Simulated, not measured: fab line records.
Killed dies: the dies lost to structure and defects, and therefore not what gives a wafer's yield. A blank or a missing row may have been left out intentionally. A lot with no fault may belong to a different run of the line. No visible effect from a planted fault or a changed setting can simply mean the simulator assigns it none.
8D (eight disciplines) problem report, filled in by code || flow nandHarc || the parts of the form that need people (team, actions taken, sign-off) are left out

== 1. WHAT IS WRONG ==
Mean of heaterPowerTotalW at NHARC_A_CHANNEL_HOLE_D1_SOFTBAKE_05: 194.42 W across 3 wafers in 3 lots; on wafers with no fault it is 188.43 W (standard deviation 0.13). That is +46 standard deviations from the usual mean.
The step: time 55 s.
Earliest sighting: wafer L936.6 on lithoTrack-01 at day 12 11:00. At this step, 38 wafers from 13 lots have a number in the record. By rule, "out" or "out of limits" means more than 4 standard deviations away from the usual mean. Any other wafer with a number is counted as sound.

== 2. WHAT IT IS AND WHAT IT IS NOT ==
{"question": "which readings at this step", "is": "heaterPowerTotalW", "is not": "chillPlateTempC"}
{"question": "which lots", "is": "L936, L937, L940", "is not": "L929, L930, L942, L943, L945, L946, L947, L948, L949, L950"}
{"question": "which wafers of those lots", "is": "L936.6, L937.5, L940.6", "is not": "L936.1, L936.3, L937.2, L940.3, L940.4"}
{"question": "read on which tools", "is": "lithoTrack-01", "is not": "lithoTrack-04, lithoTrack-06"}
{"question": "when", "is": "from day 12 11:00", "is not": "up to then (8 sound wafers); but 27 sound wafers of L937, L940, L942, L943, L945, L946, L947, L948, L949, L950 came after"}

== 3. SUSPECTS, AND WHAT RULES EACH OUT ==
Counting: a tool at a process step up to the reading stays a suspect if it ran every lot that is out. Sound lots after the first of them don't rule it out here, since some wafers of a struck lot are sound.
- lithoTrack-01 at NHARC_A_CHANNEL_HOLE_D1_SOFTBAKE_05 (time 55 s): kept. It ran every lot that is out, first L936 (day 12 11:00). Out on those wafers are its own readings of heaterPowerTotalW.
After counting, what remains is lithoTrack-01 at NHARC_A_CHANNEL_HOLE_D1_SOFTBAKE_05.

== 4. THE CAUSE (what the simulator had put in) ==
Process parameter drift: lithoTrack-01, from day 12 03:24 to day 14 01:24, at NHARC_A_CHANNEL_HOLE_D1_SOFTBAKE_05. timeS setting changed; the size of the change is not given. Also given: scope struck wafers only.
This tool alone remained once counting was done.

== 5. THE CHAIN OF EFFECTS, in route order ==
Rows list readings where the struck wafers' mean (over those with a number) sits beyond 3 standard deviations from the usual. Scope: only readings with a usual standard deviation given in the record; hours: median across lots of the time from each lot's start at the first step in this table that gives one to its start at this step; sigmas: change in usual standard deviations.
{"hours": 0, "step": "NHARC_A_CHANNEL_HOLE_D1_SOFTBAKE_05", "reading": "heaterPowerTotalW", "usual": "188.43 W", "on struck wafers": 194.42, "change": "+5.99", "sigmas": "+46"}
Process steps it contains:
- NHARC_A_CHANNEL_HOLE_D1_SOFTBAKE_05: time 55 s.
Readings that are blank on the struck wafers while sound wafers have them: plateTempC at NHARC_A_CHANNEL_HOLE_D1_SOFTBAKE_05.

== 6. WHAT WOULD HAVE CAUGHT IT SOONER ==
In this record no reading fell out of limits until day 12 11:00, 8 hours after the fault had begun at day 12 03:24.
